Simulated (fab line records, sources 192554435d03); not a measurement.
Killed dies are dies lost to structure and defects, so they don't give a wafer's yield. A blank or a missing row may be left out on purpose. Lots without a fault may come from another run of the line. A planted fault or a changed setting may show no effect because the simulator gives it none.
A struck lot beside a sound one | flow n5_finfet | 36 steps out of a route of 1938
Sound: wafers L130.1, L130.3, L130.4. Struck: wafers L131.1, L131.5, L131.6. The cause comes at the end.
At each step with rows: each side's tool, then ch and its chambers, then its first start. Under that, the readings that differ: sound wafers | struck wafers | difference of the means | sigmas: that difference in standard deviations of wafers without a fault.
alike: readings whose means differ by less than 2 such deviations, and words and numbers that are the same on both sides. not compared: withheld readings, readings that some wafer has no value for, bounds like >300 that may hide the same value, and numbers for which the record gives no deviation and whose values overlap.
The two part at a step that has a row with sigmas, a row that says differs or no value, or rows on one side only. Numbers that don't overlap but have no deviation are shown without sigmas and don't part them. A reading that every wafer of one side lacks parts them only if that side has two wafers or more.

first, 12 steps without rows for these wafers: N5_SD_EPI_P_STRIP_38 (strips in N2/H2); N5_SD_EPI_P_ETCHBACK_46 (etches SiNx in CH3F/O2, stops on SiO2, target depth 17.5 nm); N5_SD_EPI_P_ETCH_47 (etches SiOCN in CH3F/O2, target depth 25 nm); N5_SD_EPI_P_ETCH_16 (etches SiO2 in CHF3/O2, target depth 5 nm); N5_SD_EPI_P_STRIP_50 (strips in CHF3/O2); N5_SD_EPI_P_SD_RECESS_17 (chemistry HBr/Cl2/O2, target depth 39.1 nm, bt time 3 s); N5_SD_EPI_P_WET_ETCH_45 (etches SiO2 in dHF, time 10.7 s, target depth 2 nm, rinse time 30 s); N5_SD_EPI_P_STRIP_40 (strips in N2/H2); N5_SD_EPI_P_PRECLEAN_52 (cleans in O3/DIW, time 60 s); N5_SD_EPI_P_SRD_20 (time 30 s); N5_SD_EPI_P_PRECLEAN_51 (cleans in NF3:NH3, afs cycles 1, time 20 s, sublimation time 60 s); N5_SD_EPI_P_VAPOR_ETCH_44 (etches SiGe30 in NF3/Ar, time 3.3 s).
N5_SD_EPI_P_EPI_21: deposits SiGe:B, time 355 s.
  sound on epi_rpcvd-04 ch 0, day 5 21:56; struck on epi_rpcvd-04 ch 0, day 6 02:58
then, 8 steps without rows for these wafers: N5_SD_EPI_P_HM_STRIP_48 (strips SiNx in H3PO4, material SiNx, target depth 3 nm); N5_SD_EPI_P_SRD_49 (time 30 s); N5_SD_EPI_P_PRECLEAN_24 (cleans in O3/DIW, time 45 s); N5_SD_EPI_P_PRECLEAN_32 (cleans in dHF, time 10 s); N5_SD_EPI_P_PRECLEAN_33 (cleans in SC2, time 45 s); N5_SD_EPI_P_SRD_25 (time 30 s); N5_SD_ACTIVATION_RTA_00 (time 0 s); N5_SD_ACTIVATION_LSA_01 (time 0.0008 s).
N5_SD_ACTIVATION_RS_MEAS_03: measures by four-point-probe.
  sound on film_metro-02, day 6 00:46; struck on film_metro-02, day 6 05:47
  reading          | sound          | struck            | difference | sigmas
  RS_SD_P (ohm/sq) | 56.3 56.5 55.8 | 127.3 127.9 129.7 | +72.1      | +76
  alike: RS_SD_N
then, 12 steps without rows for these wafers: N5_ILD0_LINER_00 (material SiNx, target thk 4 nm, pulse time 1 s, purge time 2 s); N5_ILD0_FCVD_FILL_01 (material SiO2 flowable, target thk 200 nm, time 328.3 s); N5_ILD0_CURE_02 (time 1800 s); N5_ILD0_CMP_03 (polishes, stops on SiNx, t overpolish 1.9 s, target thk 197.38 nm); N5_ILD0_CMP_07 (polishes SiO2 flowable, stops on poly-Si, t overpolish 1.18 s, target thk 138.88 nm); N5_ILD0_PRECLEAN_10 (cleans in NF3:NH3, afs cycles 5, time 20 s, sublimation time 60 s); N5_ILD0_ALD_15 (deposits SiNx, target thk 24 nm, pulse time 1 s, ald cycles 480); N5_ILD0_CMP_12 (polishes SiNx, stops on poly-Si, t overpolish 6 s, target thk 17.67 nm); N5_SDB_HM_DEP_00 (deposits SiNx from SiH4/NH3/N2, target thk 40 nm, time 35.3 s); N5_SDB_COAT_03 (time 60 s, resist thk 100 nm); N5_SDB_COAT_04 (time 60 s, resist thk 18 nm); N5_SDB_COAT_05 (resist thk 90 nm).
-- the record jumps here: 5 days lie between the struck wafers' starts before and after (it left off in module SDB and takes up again in module BEOL_M4, whose first step shown is number 1111 of the route) --
N5_BEOL_M4_RC_MEAS_101:
  sound on prober-01 ch 0, day 10 09:37; struck on prober-02 ch 0, day 11 04:26
  reading             | sound             | struck            | difference | sigmas
  ION_P (uA/um)       | 458 443 468       | 420 412 403       | -45        | -5
  RC_DENSE_P (ohm.um) | 23.6 23.4 22.9    | 42.7 42.5 42.2    | +19.2      | +34
  RC_P (ohm.um)       | 19.3 19.0 18.7    | 34.6 34.7 34.2    | +15.5      | +34
  REXT_P (ohm.um)     | 101.1 103.8 101.0 | 187.0 186.9 190.9 | +86.3      | +51
  RS_SD_P (ohm/sq)    | 66.3 66.5 66.4    | 141.3 141.2 144.5 | +75.9      | +69
  alike: DIBL_N, DIBL_P, IOFF_N, IOFF_P, ION_N, SS_N, SS_P, VT_N, VT_P
-- the record jumps here: 4 days lie between the struck wafers' starts before and after (it left off in module BEOL_M4 and takes up again in module PASSIVATION, whose first step shown is number 1936 of the route) --
N5_PASSIVATION_PROBE_49:
  the record has rows for the struck wafers here (prober-02, day 15 14:56) and none for the sound ones

WHERE THEY PART
First at N5_SD_ACTIVATION_RS_MEAS_03; last, within this record, at N5_PASSIVATION_PROBE_49.

WHY: what the simulator had put in
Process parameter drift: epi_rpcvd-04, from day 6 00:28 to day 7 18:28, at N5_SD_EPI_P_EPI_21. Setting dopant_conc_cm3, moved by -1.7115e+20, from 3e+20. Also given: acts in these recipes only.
